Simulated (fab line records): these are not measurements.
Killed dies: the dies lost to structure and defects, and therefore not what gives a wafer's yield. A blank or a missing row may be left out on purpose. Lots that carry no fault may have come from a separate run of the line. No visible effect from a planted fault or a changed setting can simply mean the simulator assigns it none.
Code-filled problem report in 8D (eight disciplines) form    flow n5_finfet    the parts of the form that need people (team, actions taken, sign-off) are left out

## 1. PROBLEM STATEMENT
Wafers with no fault read 185.0 W with a standard deviation of 0.53, whereas bias_w at N5_BEOL_M4_TRENCH_ETCH_37 reads a mean of 194.2 W on 1 wafer of 1 lot. That is +17 standard deviations from the usual mean.
The step: etches SiOC in C4F6/O2, target depth 55.555 nm, time 29.2 s.
The first sign was on wafer L918.5 at day 10 06:27, on rie_diel-05. Wafers with a number at this step in the record: 27, from 9 lots. Rule for "out" (also "out of limits"): further than 4 standard deviations from the usual mean. All remaining wafers that have a number are taken as sound.

## 2. WHAT IT IS, WHAT IT ISN'T
question                     is                 is not
which readings at this step  bias_w             drypump_motor_current_A, oes_product_au, showerhead_plenum_p_Torr, throttle_valve_pct
which lots                   L918               L909, L911, L912, L925, L928, L929, L930, L931
which wafers of those lots   L918.5             L918.1, L918.3
read on which tools          rie_diel-05        rie_diel-02, rie_diel-06
when                         from day 10 06:27  up to then (11 sound wafers); but 15 sound wafers of L925, L928, L929, L930, L931 came after

## 3. THE SUSPECTS, EACH WITH WHAT RULES IT OUT
Counting: any tool at a process step up to the reading remains a suspect provided it ran every lot that is out. Sound lots after the first of them don't rule it out here, since some wafers of a struck lot are sound.
- rie_diel-02 at N5_BEOL_M4_DESCUM_33 (chemistry O2, time 7 s): kept. It ran the lot that is out, L918 (day 10 05:32).
- rie_diel-05 at N5_BEOL_M4_STRIP_36 (strips in N2/H2): kept. L918, the lot that is out, went through it at day 10 06:25; up to then, the latest sound lot through it was L912 at day 8 22:28.
- rie_diel-05 at N5_BEOL_M4_TRENCH_ETCH_37 (etches SiOC in C4F6/O2, target depth 55.555 nm, time 29.2 s): kept. L918, the lot that is out, went through it at day 10 06:27; up to then, the latest sound lot through it was L912 at day 8 22:30. Its own readings are out on those wafers: bias_w.
- In rie_diel-02 at N5_BEOL_M4_DESCUM_33, the wafers that are out were processed in chamber 0 and their sound lot-mates in chambers 1, 2.
- In rie_diel-05 at N5_BEOL_M4_STRIP_36, the wafers that are out were processed in chamber 2 and their sound lot-mates in chambers 1, 3.
- In rie_diel-05 at N5_BEOL_M4_TRENCH_ETCH_37, the wafers that are out were processed in chamber 2 and their sound lot-mates in chambers 1, 3.
rie_diel-02 at N5_BEOL_M4_DESCUM_33, rie_diel-05 at N5_BEOL_M4_STRIP_36 and rie_diel-05 at N5_BEOL_M4_TRENCH_ETCH_37 are what is left after counting.

## 4. THE CAUSE (what the simulator had put in)
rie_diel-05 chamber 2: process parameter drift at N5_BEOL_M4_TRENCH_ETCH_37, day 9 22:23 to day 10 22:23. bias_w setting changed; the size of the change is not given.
This tool is one of the 3 suspects left after counting.

## 5. THE CHAIN OF EFFECTS, in route order
Each row: a reading whose mean over the struck wafers that have a number lies more than 3 standard deviations from the usual. Only readings whose record carries a usual standard deviation are examined. hours: median over the lots of the time between each lot's start at the first step of this table that gives one and its start at this step. sigmas: the change, counted in usual standard deviations.
hours  step                       reading  usual    on struck wafers  change  sigmas
0      N5_BEOL_M4_TRENCH_ETCH_37  bias_w   185.0 W  194.2             +9.2    +17
Its process steps:
- N5_BEOL_M4_TRENCH_ETCH_37: etches SiOC in C4F6/O2, target depth 55.555 nm, time 29.2 s.
Later measuring or inspecting steps at which every struck wafer that the step has a row for has a number for every such reading, and none has moved that far: N5_BEOL_M4_RC_MEAS_101.

## 6. WHAT WOULD HAVE CAUGHT IT SOONER
8 hours passed between the start of the fault at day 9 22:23 and the first reading out of limits in this record, taken at day 10 06:27.
